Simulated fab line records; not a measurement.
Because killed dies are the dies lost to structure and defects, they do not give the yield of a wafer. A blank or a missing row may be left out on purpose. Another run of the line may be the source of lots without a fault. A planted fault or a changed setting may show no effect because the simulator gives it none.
Split-lot study + flow n5_finfet + 7 lots, 21 wafers read, on a route of 1938 steps

== ABOUT THE SPLIT ==
At N5_BEOL_M10_VIA_ETCH_34 (etches SiCOH lowk in C4F6/O2, target depth 184.5 nm, time 69.2 s), the setting time_s was moved away from the recipe's 69.2 s on 3 of the 21 wafers read, by -8.9% to +15.0%. The other wafers ran this setting at the recipe's value.

Reading taken at the split's own step.

== THE READING ==
etch.depth_nm (the simulator's own value, which no gauge read), in nm, at N5_BEOL_M10_VIA_ETCH_34 (etches SiCOH lowk in C4F6/O2, target depth 184.5 nm, time 69.2 s). The file does not state a usual value for it. Average 181.7 nm, standard deviation 4.2 nm, over the 18 wafers here run with the recipe.

| wafer  | tool, chamber at the split | time_s as run, s | against the recipe | etch.depth_nm, nm | against lot-mates on the recipe |
|--------|----------------------------|------------------|--------------------|-------------------|---------------------------------|
| L083.1 | rie_diel-01, 0             | 69.2             | recipe             | 176.5             | -                               |
| L083.3 | rie_diel-01, 2             | 69.2             | recipe             | 185               | -                               |
| L083.4 | rie_diel-01, 2             | 69.2             | recipe             | 185               | -                               |
| L082.1 | rie_diel-01, 0             | 69.2             | recipe             | 176.5             | -                               |
| L082.4 | rie_diel-01, 1             | 69.2             | recipe             | 179.7             | -                               |
| L082.5 | rie_diel-01, 0             | 69.2             | recipe             | 176               | -                               |
| L084.1 | rie_diel-03, 3             | 78.71            | +13.7%             | 210.8             | +29.4                           |
| L084.2 | rie_diel-03, 2             | 69.2             | recipe             | 179.1             | -                               |
| L084.6 | rie_diel-03, 0             | 69.2             | recipe             | 183.8             | -                               |
| L085.1 | rie_diel-06, 2             | 69.2             | recipe             | 178               | -                               |
| L085.2 | rie_diel-06, 3             | 69.2             | recipe             | 178.2             | -                               |
| L085.4 | rie_diel-06, 0             | 79.55            | +15.0%             | 216.3             | +38.2                           |
| L087.1 | rie_diel-03, 1             | 69.2             | recipe             | 182.7             | -                               |
| L087.2 | rie_diel-03, 0             | 69.2             | recipe             | 183.2             | -                               |
| L087.5 | rie_diel-03, 0             | 69.2             | recipe             | 181.8             | -                               |
| L095.1 | rie_diel-01, 1             | 69.2             | recipe             | 178.8             | -                               |
| L095.3 | rie_diel-01, 2             | 63.06            | -8.9%              | 169.4             | -13.4                           |
| L095.6 | rie_diel-01, 2             | 69.2             | recipe             | 186.8             | -                               |
| L097.1 | rie_diel-06, 0             | 69.2             | recipe             | 190.1             | -                               |
| L097.2 | rie_diel-06, 1             | 69.2             | recipe             | 189.3             | -                               |
| L097.4 | rie_diel-06, 3             | 69.2             | recipe             | 179.8             | -                               |

FIT RESULTS
A straight line over all 21 wafers: etch.depth_nm changes by +2.07 nm for each +1% of time_s; r = +0.92; the points scatter about the line by 4.4 nm.
The same after taking each lot's own level away (the mean of its wafers on the recipe; 21 wafers): +2.21 nm for each +1%; r = +0.95; scatter 3.5 nm.
Per that fit: largest time_s move, reading shift of 33 nm.
The span of the lots' own levels, 177.40 to 186.40 nm, comes to 2.1 times the standard deviation stated above.
The two slopes agree, so the slope changes little with the lot-to-lot level.
Check: for one of the wafers moved furthest among these (+15.0%), held out of the fit, the line's prediction against its lot-mates is +29.4 nm. Against them it came out at +38.2 nm.

== FURTHER SPLITS ON THESE WAFERS ==
Other splits were also applied to these wafers ahead of the reading. Each is held against what the fit with the lots' levels taken away leaves over:
| other split on the same wafers | wafers away from the commonest value | r with etch.depth_nm (lot level and that fit taken away) |
|--------------------------------|--------------------------------------|----------------------------------------------------------|
| N5_BEOL_M8_EXPOSE_08 dose_mj   | 5                                    | -0.22                                                    |
| N5_BEOL_M10_EXPOSE_25 dose_mj  | 6                                    | -0.24                                                    |

== FILE'S OWN FIT ==
etch.depth_nm changes by +2.23 nm for each +1% of time_s, r = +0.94.
